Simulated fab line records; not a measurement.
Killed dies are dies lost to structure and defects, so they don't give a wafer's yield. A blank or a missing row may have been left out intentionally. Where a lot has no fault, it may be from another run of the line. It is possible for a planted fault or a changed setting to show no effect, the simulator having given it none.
Shared-tool check | flow nand-harc | 1 lot, 3 wafers sampled

WHAT PROMPTED THE OPENING
At NHARC_END_SORT_01 the reading killed-at-array is flagged on 1 of 1 lot. Fault-free wafers read 62, with a standard deviation of 20.
Rule: a lot is flagged in two cases, either no wafer of it has a number, or all its wafers with numbers fall more than 4 standard deviations from that mean. As for the other lots, they are considered sound.

lot  | measured     | on        | killed-at-array, wafer by wafer | flag
L690 | day 30 09:11 | prober-02 | 156 154 156                     | FLAGGED
On average the flagged lots' numbers are 155, which is +93 against the usual, or +5 standard deviations.

EACH LOT AND THE TOOL IT RAN ON
Before the reading, the record contains 3 process steps out of a 1302-step route. Read each cell as the tool, then ch plus the chambers that the sampled wafers visited, then the start.
lot  | flag    | NHARC_A_STAIRCASE_STRIP_295      | NHARC_A_BONDPAD_STRIP_15           | NHARC_THIN_TSV_STRIP_45
L690 | FLAGGED | rie-diel-07 ch 0,2, day 22 15:19 | rie-diel-06 ch 0,1,3, day 29 01:36 | plasma-asher-02 ch 0,1, day 29 19:14
What the steps here do:
- NHARC_A_STAIRCASE_STRIP_295: strips in O2.
- NHARC_A_BONDPAD_STRIP_15: strips in O2.
- NHARC_THIN_TSV_STRIP_45: strips in O2.
- NHARC_END_SORT_01

FLAGGED OVER TOTAL, TOOL BY TOOL (the gauges that took the reading come last)
step                        | tool            | lots run | flagged | share of the flagged lots | sound lots run after its first flagged lot
NHARC_A_STAIRCASE_STRIP_295 | rie-diel-07     | 1        | 1       | all                       | 0
NHARC_A_BONDPAD_STRIP_15    | rie-diel-06     | 1        | 1       | all                       | 0
NHARC_THIN_TSV_STRIP_45     | plasma-asher-02 | 1        | 1       | all                       | 0
NHARC_END_SORT_01           | prober-02       | 1        | 1       | all                       | 0

WHAT THE TABLE PERMITS
4 rows of the table ran every flagged lot: rie-diel-07 at NHARC_A_STAIRCASE_STRIP_295, rie-diel-06 at NHARC_A_BONDPAD_STRIP_15, plasma-asher-02 at NHARC_THIN_TSV_STRIP_45, prober-02 at NHARC_END_SORT_01.
- rie-diel-07 at NHARC_A_STAIRCASE_STRIP_295: 1 of its 1 lot flagged. No sound lot ran on it before its first flagged lot in this sample; the start therefore can't be narrowed down.
- rie-diel-06 at NHARC_A_BONDPAD_STRIP_15: 1 of its 1 lot flagged. No sound lot ran on it before its first flagged lot in this sample; the start therefore can't be narrowed down.
- plasma-asher-02 at NHARC_THIN_TSV_STRIP_45: 1 of its 1 lot flagged. No sound lot ran on it before its first flagged lot in this sample; the start therefore can't be narrowed down.
- prober-02 at NHARC_END_SORT_01: 1 of its 1 lot flagged. No sound lot ran on it before its first flagged lot in this sample; the start therefore can't be narrowed down.
These 4 tools cannot be told apart by counting lots, since each of them fits a fault that started at some hour. More lots, or a look at what each step does to the wafer, might.

WHAT THE SIMULATOR PUT IN
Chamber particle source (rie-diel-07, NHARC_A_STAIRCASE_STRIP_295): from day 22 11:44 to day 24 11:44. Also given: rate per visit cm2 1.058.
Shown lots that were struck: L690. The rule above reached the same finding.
